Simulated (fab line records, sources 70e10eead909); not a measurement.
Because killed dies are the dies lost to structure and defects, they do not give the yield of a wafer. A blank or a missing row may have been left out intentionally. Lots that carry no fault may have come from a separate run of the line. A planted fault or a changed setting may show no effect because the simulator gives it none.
A lot that was struck, set against a sound lot :: flow nand harc :: 15 steps out of a route of 1302
Sound: the wafers L632.2, L632.3, L632.4. Struck: wafer L637.4. (L637.3, L637.5 of the same lot were not struck and are left out.) The cause comes at the end.
Order at every step that has rows: each side's tool, ch and its chambers, its first start. Under that, the readings that differ: sound wafers :: struck wafers :: difference of the means :: sigmas: that difference in standard deviations of wafers without a fault.
alike: readings whose means differ by less than 2 such deviations, and words and numbers that are the same on both sides. not compared: withheld readings, readings that some wafer has no value for, bounds like >300 that may hide the same value, and numbers for which the record gives no deviation and whose values overlap.
The two part at a step that has a row with sigmas, a row that says differs or no value, or rows on one side only. Numbers that have no deviation but don't overlap get no sigmas and don't part them. A reading missing from all wafers of one side parts the sides only when that side holds two or more wafers.

first, 1 step without rows for these wafers: NHARC_A_M0_DEVELOP_08 (develop time 35 s).
NHARC_A_M0_CD_MEAS_09: the cd target is 80 nm.
  sound on cd sem-03 ch 0, day 23 22:23; struck on cd sem-01 ch 0, day 25 23:58
reading: cd nm (nm)
sound: 80.3 79.6 81.4
struck: 78.8
difference: -1.6
sigmas: -2
NHARC_A_M0_OVL_MEAS_10: pitch 160 nm.
  sound on overlay-01, day 23 22:28; struck on overlay-02, day 26 00:03
  alike: overlay x nm, overlay y nm
NHARC_A_M0_INSPECT_11:
  sound on defect inspect-02, day 23 22:30; struck on defect inspect-01, day 26 00:05
  alike: raw defect count
then, 1 step without rows for these wafers: NHARC_A_M0_DESCUM_14 (chemistry O2, time 3 s).
NHARC_A_M0_ETCH_34: etches the open film in N2/H2, target depth 40 nm, overetch 12 nm, time 43.94 s.
  sound on rie diel-05 ch 1,2,3, day 23 22:39; struck on rie diel-06 ch 3, day 26 00:14
reading: rf hours counter h (h)
sound: 6.1 7.7 7.6
struck: 5.6
difference: -1.5
sigmas: 
  alike: drypump motor current A, oes product au, rf vpp V, showerhead plenum p Torr, throttle valve pct
then, 1 step without rows for these wafers: NHARC_A_M0_ETCH_15 (etches the open film in C4F8/Ar, target depth 150 nm, overetch 15 nm, time 82.5 s).
NHARC_A_M0_CD_MEAS_16:
  sound on cd sem-03, day 23 22:52; struck on cd sem-02, day 26 00:27
reading: cd nm (nm)
sound: 80.6 80.2 81.6
struck: 78.7
difference: -2.1
sigmas: -2
NHARC_A_M0_STRIP_18: strips in N2/H2.
  sound on rie diel-06 ch 1,2, day 23 22:56; struck on rie diel-05 ch 3, day 26 00:31
  alike: drypump motor current A, oes product au, rf vpp V, showerhead plenum p Torr, throttle valve pct
  not compared: rf hours counter h
then, 1 step without rows for these wafers: NHARC_A_M0_STRIP_19 (strips in post etch residue remover, time 600 s).
NHARC_A_M0_DEGAS_28: time 60 s.
  sound on pvd sputter-01, day 23 23:32; struck on pvd sputter-02, day 26 01:04
  alike: heater power w
NHARC_A_M0_PRE_CLEAN_29: time 30 s.
  sound on pvd sputter-01; struck on pvd sputter-02
  alike: heater power w
NHARC_A_M0_PVD_20: deposits TaN, target thk 5 nm, time 8.06 s.
  sound on pvd sputter-01, day 23 23:38; struck on pvd sputter-02, day 26 01:11
reading: cathode dc power W (W)
sound: 15004 14994 14998
struck: 15931
difference: +932
sigmas: +99 or more
  alike: throttle valve pct
NHARC_A_M0_PVD_21: deposits Cu, target thk 30 nm, time 20.49 s.
  sound on pvd sputter-01; struck on pvd sputter-02
  alike: cathode dc power W, throttle valve pct
NHARC_END_SORT_01:
  only the struck wafers appear in the record here, on prober-01 ch 0 at day 27 18:20; the sound ones have no rows

WHERE THEY PART
First at NHARC_A_M0_CD_MEAS_09; last, within this record, at NHARC_END_SORT_01.

WHY: what had been put in by the simulator
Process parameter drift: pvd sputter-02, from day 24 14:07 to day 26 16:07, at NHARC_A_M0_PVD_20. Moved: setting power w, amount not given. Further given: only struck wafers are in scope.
